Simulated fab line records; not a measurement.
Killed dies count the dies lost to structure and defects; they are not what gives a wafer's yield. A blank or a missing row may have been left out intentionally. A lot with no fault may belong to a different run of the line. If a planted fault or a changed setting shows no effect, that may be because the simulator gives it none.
A struck lot beside a sound one + flow nand harc + 15 out of 1159 route steps
Sound: wafers L705.2, L705.4, L705.6. Struck: wafer L711.1. (L711.3, L711.6 of the same lot were not struck and are left out.) The cause comes at the end.
For every step that has rows: the tool of each side, followed by ch and its chambers, followed by its first start. Under that, the readings that differ: sound wafers + struck wafers + difference of the means + sigmas: that difference in standard deviations of wafers without a fault.
alike: same words and numbers on both sides, and readings whose means sit less than 2 such deviations apart. not compared: any withheld reading, any reading some wafer has no value for, any bound like >300 that may hide the same value, and any number with overlapping values for which the record gives no deviation.
The two part at a step that has a row with sigmas, a row that says differs or no value, or rows on one side only. Non-overlapping numbers with no deviation appear without sigmas and do not part them. A reading that every wafer of one side lacks parts them only if that side has two wafers or more.

first, 6 steps without rows for these wafers: NHARC_A_CONTACT_COAT_02 (resist thk 90 nm); NHARC_A_CONTACT_SOFTBAKE_03 (time 55 s); NHARC_A_CONTACT_EBR_04; NHARC_A_CONTACT_EXPOSE_05 (exposes mask A CC); NHARC_A_CONTACT_PEB_06 (peb time 65 s); NHARC_A_CONTACT_DEVELOP_07 (develop time 35 s).
NHARC_A_CONTACT_CD_MEAS_08: the cd target is 100 nm.
  sound on cd sem-03 ch 0, day 19 03:40; struck on cd sem-02 ch 0, day 19 20:19
  alike: cd nm
NHARC_A_CONTACT_OVL_MEAS_09:
  struck on overlay-01, day 19 20:25; sound on overlay-01, day 19 03:45
| reading           | sound          | struck | difference | sigmas |
|-------------------|----------------|--------|------------|--------|
| overlay x nm (nm) | -1.3 -0.9 -1.5 | 2.0    | +3.2       | +4     |
  alike: overlay y nm
NHARC_A_CONTACT_INSPECT_10:
  struck on defect inspect-02, day 19 20:28; sound on defect inspect-01, day 19 03:47
  alike: raw defect count
NHARC_A_CONTACT_DESCUM_13: chemistry O2, time 3 s.
  sound on rie diel-11 ch 1,2,3, day 19 03:58; struck on rie diel-13 ch 3, day 19 20:32
  alike: drypump motor current A, oes product au, rf vpp V, showerhead plenum p Torr, throttle valve pct
  not compared: rf hours counter h
NHARC_A_CONTACT_ETCH_88: etches the open film in CF4, target depth 39 nm, time 65 s.
  sound on rie diel-11 ch 2,3, day 19 04:10; struck on rie diel-13 ch 3, day 19 20:37
  alike: drypump motor current A, oes product au, rf vpp V, run length s, showerhead plenum p Torr, throttle valve pct
  not compared: rf hours counter h
NHARC_A_CONTACT_ETCH_89: etches the open film in N2/H2, target depth 260 nm, time 475.3 s.
  sound: rie diel-11 ch 1,3; struck: rie diel-13 ch 3
| reading             | sound             | struck | difference | sigmas |
|---------------------|-------------------|--------|------------|--------|
| n2 flow sccm (sccm) | 150.0 151.0 151.6 | 149.9  | -1.0       | -2     |
  alike: drypump motor current A, oes product au, rf vpp V, run length s, showerhead plenum p Torr, throttle valve pct
  not compared: rf hours counter h
NHARC_A_CONTACT_ETCH_30: etches the open film in CF4/CHF3, target depth 60.5 nm, time 30.2 s.
  sound on rie diel-11 ch 1,3, day 19 05:18; struck on rie diel-08 ch 0, day 19 21:06
| reading                         | sound             | struck | difference | sigmas |
|---------------------------------|-------------------|--------|------------|--------|
| oes product au (a.u.)           | 0.920 0.919 0.931 | 0.997  | +0.074     | +3     |
| rf vpp V (V)                    | 367.4 368.0 369.5 | 375.0  | +6.7       | +2     |
| run length s (s)                | 52.0 51.7 51.6    | 45.4   | -6.4       | -13    |
| showerhead plenum p Torr (Torr) | 1.48 1.48 1.53    | 1.69   | +0.19      | +3     |
  alike: chf3 flow sccm, drypump motor current A, throttle valve pct
  not compared: rf hours counter h
NHARC_A_CONTACT_ETCH_31: etches the open film in O2/COS, target depth 2000 nm, time 520 s.
  sound: rie diel-11 ch 1,3; struck: rie diel-08 ch 0
| reading                         | sound             | struck | difference | sigmas |
|---------------------------------|-------------------|--------|------------|--------|
| rf vpp V (V)                    | 311.0 311.8 312.1 | 317.1  | +5.5       | +2     |
| showerhead plenum p Torr (Torr) | 2.95 3.03 2.94    | 3.34   | +0.37      | +2     |
  alike: drypump motor current A, oes product au, run length s, throttle valve pct
  not compared: rf hours counter h
-- the record jumps here: 2 days lie between the struck wafers' starts before and after (it left off in module A_CONTACT and takes up again in module END, whose first step shown is number 1159 of the route) --
NHARC_END_SORT_01:
  only the struck wafers appear in the record here, on prober-01 ch 0 at day 22 07:20; the sound ones have no rows

WHERE THEY PART
First at NHARC_A_CONTACT_OVL_MEAS_09; last, within this record, at NHARC_END_SORT_01.

WHY: whatever the simulator had introduced
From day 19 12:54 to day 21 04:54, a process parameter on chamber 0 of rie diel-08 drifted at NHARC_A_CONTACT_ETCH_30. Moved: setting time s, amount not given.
